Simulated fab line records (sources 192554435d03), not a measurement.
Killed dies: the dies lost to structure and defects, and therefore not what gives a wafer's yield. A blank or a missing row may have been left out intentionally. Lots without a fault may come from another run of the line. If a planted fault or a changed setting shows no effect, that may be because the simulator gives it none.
Matching of chambers ; flow n5 finfet ; N5_BEOL_M1_CO_CAP_55 on cvd co-02: 3 sister chambers
The step material Co, precursor CCTBA/H2, target thk 2 nm, time 102.1 s. 16 wafers are shown with their chamber, then 8 later ones without.

## WAFERS, EACH WITH ITS CHAMBER
wafer;chamber;heater power outer w (W);heater power w (W)
L074.1;0;110;235
L074.3;2;162;287
L074.6;2;158;292
L076.1;0;112;231
L076.3;1;141;262
L076.6;2;157;298
L080.2;1;141;262
L080.4;0;111;240
L080.5;1;141;262
L082.1;1;141;256
L082.3;0;110;235
L082.5;1;140;260
L087.2;1;138;259
L087.3;2;160;297
L087.5;1;142;262
L089.1;1;138;259

SIGNATURES (means of the wafers above)
reading;chamber 0;chamber 1;chamber 2;scatter within a chamber
heater power outer w;110.75;140.25;159.25;1.59
heater power w;235.25;260.25;293.50;3.41
Rule: a wafer's distance from a chamber is the root of the sum, over the readings, of the square of ((its reading less the chamber's mean) divided by the reading's scatter). If the next closest chamber is less than 2 further off than the closest, the wafer can't be placed; otherwise it belongs to the closest. The scatter: the root of (the sum of the squares of (reading less its chamber's mean) over the shown wafers, divided by (wafers less chambers)).

## WAFERS WHOSE CHAMBER IS MISSING
wafer;heater power outer w (W);heater power w (W)
L089.5;111;231
L089.6;138;257
L091.3;111;231
L091.4;113;233
L091.6;156;303
L097.1;113;240
L097.2;143;254
L097.3;160;307

## CHAMBER TAKEN BY EACH
wafer;from the rows above;in truth
L089.5;0;0
L089.6;1;1
L091.3;0;0
L091.4;0;0
L091.6;2;2
L097.1;0;0
L097.2;1;1
L097.3;2;2
Correctly placed: 8 of 8. Number that these rows cannot place: 0. Wrongly placed: 0.
